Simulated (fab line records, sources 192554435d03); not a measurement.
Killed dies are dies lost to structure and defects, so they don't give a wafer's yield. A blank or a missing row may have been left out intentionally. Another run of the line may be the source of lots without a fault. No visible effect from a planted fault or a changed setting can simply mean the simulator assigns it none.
A struck lot beside a sound one ; flow n5 finfet ; 14 out of 1938 route steps
Sound: wafers L352.1, L352.3, L352.4. The struck wafers were L356.2, L356.3, L356.6. The cause is named last.
Order at every step that has rows: each side's tool, ch and its chambers, its first start. Under that, the readings that differ: sound wafers ; struck wafers ; difference of the means ; sigmas: that difference in standard deviations of wafers without a fault.
alike: words and numbers the same on both sides, and readings whose means are apart by under 2 such deviations; not compared: readings that were withheld, readings missing a value for some wafer, numbers with overlapping values and no deviation given by the record, and bounds like >300 which may hide the same value.
Wherever a step has rows on one side only, a row that says differs or no value, or a row with sigmas, the two part there. Numbers that don't overlap but have no deviation are shown without sigmas and don't part them. Lack of a reading on every wafer of one side parts them only where that side has two or more wafers.

N5_MOL_CONTACT_COAG_CD_MEAS_08: the cd target is 28 nm.
  sound on cd sem-02 ch 0, day 7 11:53; struck on cd sem-02 ch 0, day 8 12:50
reading;sound;struck;difference;sigmas
cd nm (nm);27.23 27.76 28.06;28.73 28.11 28.31;+0.70;+3
N5_MOL_CONTACT_COAG_OVL_MEAS_09:
  sound on overlay-02 ch 0, day 7 11:55; struck on overlay-02 ch 0, day 8 12:52
  alike: CA_OVL
N5_MOL_CONTACT_COAG_INSPECT_10: inspects for defects (brightfield).
  struck on defect inspect-01, day 8 12:56; sound on defect inspect-01, day 7 11:58
  alike: raw defect count
N5_MOL_CONTACT_COAG_DESCUM_13: chemistry O2, time 7 s.
  sound on rie diel-02 ch 0,1,3, day 7 12:01; struck on rie diel-02 ch 0,2,3, day 8 13:15
  alike: drypump motor current A, o2 flow sccm, oes product au, rf vpp V, showerhead plenum p Torr, throttle valve pct
  not compared: rf hours counter h
then, 1 step without rows for these wafers: N5_MOL_CONTACT_COAG_ETCH_59 (etches underlayer in N2/H2, target depth 13 nm, time 10.4 s).
N5_MOL_CONTACT_COAG_ETCH_105: etches SiARC in CF4, target depth 15.6 nm, time 26 s.
  sound on rie diel-02 ch 0,1,3, day 7 12:04; struck on rie diel-02 ch 0,2,3, day 8 13:18
  alike: drypump motor current A, etch rf on time s, oes product au, rf fwd power W, rf vpp V, showerhead plenum p Torr, throttle valve pct
  not compared: rf hours counter h
N5_MOL_CONTACT_COAG_ETCH_106: etches SOC in N2/H2, target depth 80 nm, overetch 16 nm, time 120 s.
  sound on rie diel-02 ch 0,1,3, day 7 12:05; struck on rie diel-02 ch 0,2,3, day 8 13:20
  alike: drypump motor current A, oes product au, rf fwd power W, rf vpp V, showerhead plenum p Torr, throttle valve pct
  not compared: rf hours counter h
then, 2 steps without rows for these wafers: N5_MOL_CONTACT_COAG_STRIP_107 (strips in N2/H2); N5_MOL_CONTACT_COAG_STRIP_108 (strips in N2/H2).
N5_MOL_CONTACT_COAG_CONTACT_ETCH_14: etches SiO2 in C4F6/O2, target depth 27.5 nm, overetch 8.5 nm, time 20 s.
  sound on rie diel-02 ch 0,1,3, day 7 12:11; struck on rie diel-02 ch 0,2,3, day 8 13:26
  alike: drypump motor current A, oes_f_703_au, oes product au, rf fwd power W, rf vpp V, showerhead plenum p Torr, throttle valve pct
  not compared: rf hours counter h
then, 1 step without rows for these wafers: N5_MOL_CONTACT_COAG_STRIP_109 (strips in C4F6/O2).
N5_MOL_CONTACT_COAG_ETCH_15: etches SiNx in CH3F/O2, stops on Si:P, target depth 7 nm.
  sound on rie diel-02 ch 0,1,3, day 7 12:13; struck on rie diel-02 ch 0,2,3, day 8 13:28
  alike: drypump motor current A, oes_f_703_au, oes product au, rf fwd power W, rf vpp V, showerhead plenum p Torr, throttle valve pct
  not compared: rf hours counter h
N5_MOL_CONTACT_COAG_ETCH_110: etches Si in CF4/O2, target depth 2.5 nm, time 8 s.
  sound on rie diel-02 ch 0,1,3, day 7 12:17; struck on rie diel-02 ch 0,2,3, day 8 13:32
reading;sound;struck;difference;sigmas
oes_f_703_au (a.u.);0.72 0.90 0.89;1.11 1.19 0.98;+0.26;+3
rf fwd power W (W);198.0 197.5 199.1;246.6 245.9 245.8;+47.9;+58
rf vpp V (V);129.3 125.3 126.8;108.1 112.0 113.1;-16.1;-7
model.etch.depth nm (nm);2.533 2.518 2.581;3.058 3.098 3.053;+0.526;
  alike: drypump motor current A, oes product au, showerhead plenum p Torr, throttle valve pct
  not compared: rf hours counter h, model.SOC_of_MOL_CONTACT_COAG_COAT_103.thk nm
then, 1 step without rows for these wafers: N5_MOL_CONTACT_COAG_STRIP_98 (strips in N2/H2).

## WHERE THEY PART
Last at N5_MOL_CONTACT_COAG_ETCH_110 as far as this record goes, first at N5_MOL_CONTACT_COAG_CD_MEAS_08.

WHY: what the simulator had put in
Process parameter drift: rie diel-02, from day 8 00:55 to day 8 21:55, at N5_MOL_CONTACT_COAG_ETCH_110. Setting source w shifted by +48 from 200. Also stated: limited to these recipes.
